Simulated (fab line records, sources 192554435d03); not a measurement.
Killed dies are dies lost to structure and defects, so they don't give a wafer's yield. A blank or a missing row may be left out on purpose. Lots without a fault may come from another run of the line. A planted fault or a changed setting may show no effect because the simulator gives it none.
Chamber matching | flow n5_finfet | N5_MOL_CONTACT_COAG_ETCH_15 on rie_diel-06: 4 sister chambers
The step etches SiNx in CH3F/O2, stops on Si:P, target depth 7 nm. 24 wafers are shown with their chamber, then 12 later ones without.

WAFERS WITH THEIR CHAMBER
wafer  | chamber | throttle_valve_pct (%) | drypump_motor_current_A (A) | showerhead_plenum_p_Torr (Torr)
L074.1 | 0       | 16.0                   | 5.9                         | 1.94
L074.4 | 3       | 16.8                   | 5.1                         | 2.10
L074.6 | 3       | 16.8                   | 5.1                         | 2.10
L075.2 | 3       | 16.8                   | 5.1                         | 2.10
L075.4 | 0       | 16.0                   | 5.9                         | 1.94
L075.5 | 0       | 16.0                   | 5.9                         | 1.94
L079.1 | 1       | 16.7                   | 5.6                         | 2.05
L079.4 | 3       | 16.8                   | 5.1                         | 2.10
L079.6 | 0       | 16.0                   | 5.9                         | 1.94
L080.2 | 3       | 16.8                   | 5.1                         | 2.10
L080.3 | 0       | 16.0                   | 5.9                         | 1.94
L080.4 | 1       | 16.7                   | 5.7                         | 2.05
L081.3 | 2       | 16.3                   | 5.5                         | 2.02
L081.4 | 1       | 16.7                   | 5.6                         | 2.05
L081.6 | 3       | 16.8                   | 5.1                         | 2.10
L084.1 | 3       | 16.8                   | 5.2                         | 2.09
L084.3 | 0       | 16.0                   | 5.9                         | 1.93
L084.5 | 1       | 16.7                   | 5.6                         | 2.05
L092.2 | 1       | 16.7                   | 5.7                         | 2.04
L092.4 | 2       | 16.3                   | 5.5                         | 2.01
L092.5 | 0       | 16.1                   | 5.9                         | 1.93
L076.2 | 3       | 16.8                   | 5.1                         | 2.09
L076.3 | 0       | 16.1                   | 5.9                         | 1.93
L076.5 | 3       | 16.8                   | 5.1                         | 2.09

SIGNATURES (means of the wafers above)
reading                  | chamber 0 | chamber 1 | chamber 2 | chamber 3 | scatter within a chamber
throttle_valve_pct       | 16.025    | 16.700    | 16.300    | 16.800    | 0.0274
drypump_motor_current_A  | 5.900     | 5.640     | 5.500     | 5.111     | 0.0323
showerhead_plenum_p_Torr | 1.9363    | 2.0480    | 2.0150    | 2.0967    | 0.00509
Rule: a wafer's distance from a chamber is the root of the sum, over the readings, of the square of ((its reading less the chamber's mean) divided by the reading's scatter). The wafer belongs to the nearest chamber; if the next one is less than 2 further off, it can't be placed. The scatter: the root of (the sum of the squares of (reading less its chamber's mean) over the shown wafers, divided by (wafers less chambers)).

WAFERS WITHOUT THEIR CHAMBER
wafer  | throttle_valve_pct (%) | drypump_motor_current_A (A) | showerhead_plenum_p_Torr (Torr)
L094.4 | 16.8                   | 5.1                         | 2.09
L094.5 | 16.3                   | 5.5                         | 2.01
L094.6 | 16.8                   | 5.1                         | 2.09
L095.1 | 16.7                   | 5.7                         | 2.04
L095.3 | 16.3                   | 5.5                         | 2.01
L095.6 | 16.7                   | 5.7                         | 2.04
L097.1 | 16.3                   | 5.5                         | 2.01
L097.3 | 16.8                   | 5.6                         | 2.04
L097.6 | 16.3                   | 5.5                         | 2.01
L096.1 | 16.1                   | 5.9                         | 1.92
L096.3 | 16.9                   | 5.1                         | 2.09
L096.4 | 16.8                   | 5.6                         | 2.04

WHICH CHAMBER EACH WENT THROUGH
wafer  | from the rows above | in truth
L094.4 | 3                   | 3
L094.5 | 2                   | 2
L094.6 | 3                   | 3
L095.1 | 1                   | 1
L095.3 | 2                   | 2
L095.6 | 1                   | 1
L097.1 | 2                   | 2
L097.3 | 1                   | 1
L097.6 | 2                   | 2
L096.1 | 0                   | 0
L096.3 | 3                   | 3
L096.4 | 1                   | 1
Placed correctly: 12 of 12. Can't be placed from these rows: 0. Placed wrongly: 0.
